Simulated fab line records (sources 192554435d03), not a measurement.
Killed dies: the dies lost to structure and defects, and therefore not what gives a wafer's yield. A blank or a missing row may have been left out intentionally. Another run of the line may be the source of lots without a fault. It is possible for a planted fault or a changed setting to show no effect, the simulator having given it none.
One fault seen from 2 desks	flow n5_finfet	what lay behind the numbers comes last; until then each desk has only its own

## THE TOOL OWNER'S DESK: litho_track-04
The tool's own readings at N5_BEOL_M7_COAT_59 (time 60 s, resist thk 100 nm): means of the sampled wafers that have a number, for each lot that ran on this tool. A lot is out of limits, marked OUT, if its mean lies more than 4 standard deviations from the usual mean; the brackets give that distance.
Columns: A = heater_power_total_W at N5_BEOL_M7_COAT_59, usual 500.4 W; B = resist_line_temp_C at N5_BEOL_M7_COAT_59, usual 22.98 C; C = spin_speed_rpm at N5_BEOL_M7_COAT_59, usual 1500.1 rpm
lot	first seen here	A	B	C
L675	day 10 13:12	500.6	23.07	1501.1
L676	day 10 21:19	502.8	23.11	1500.4
L684	day 12 20:37	500.0	23.08	1499.7
L692	day 14 10:10	499.9	22.94	1408.4 (-83) OUT
L693	day 14 15:50	500.8	22.85	1411.2 (-81) OUT
Finding of this desk: L692, L693 out of limits; the first was L692 at day 14 10:10, on spin_speed_rpm at N5_BEOL_M7_COAT_59. In limits: L675, L676, L684.

## AT THE METROLOGY DESK
What the gauges read for every lot (on any tool): the sampled wafers with a number, averaged. A lot is out of limits, marked OUT, if its mean lies more than 4 standard deviations from the usual mean; the brackets give that distance.
Columns: A = M6_THK at N5_BEOL_M6_THK_MEAS_53, usual 79.6 nm
lot	first seen here	A
L674	day 9 17:41	81.3
L675	day 10 10:50	79.0
L676	day 10 19:28	80.3
L678	day 10 23:13	80.6
L679	day 11 00:52	79.2
L682	day 11 04:29	77.8
L684	day 12 18:10	77.5
L686	day 13 10:30	78.9
L691	day 13 20:20	81.4
L692	day 14 08:17	80.2
L693	day 14 13:39	78.3
L696	day 15 20:41	82.2
Result from this desk: across the 12 lots, nothing is out of limits.

## PUT TOGETHER
An alarm could have come from the tool owner's desk at day 14 10:10, on L692, L693.
Nothing out of limits was seen by the metrology desk.
The metrology desk has L692, L693 on record, within its limits.
N5_BEOL_M7_COAT_59 was run on litho_track-04 by each of the lots named.

## WHAT THE SIMULATOR PUT IN
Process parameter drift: litho_track-04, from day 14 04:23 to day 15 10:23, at N5_BEOL_M7_COAT_59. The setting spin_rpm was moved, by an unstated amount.
Lots struck among those shown: L692, L693.
Time in hours from fault onset to the first out-of-limits reading at each desk: the tool owner's desk, 6.
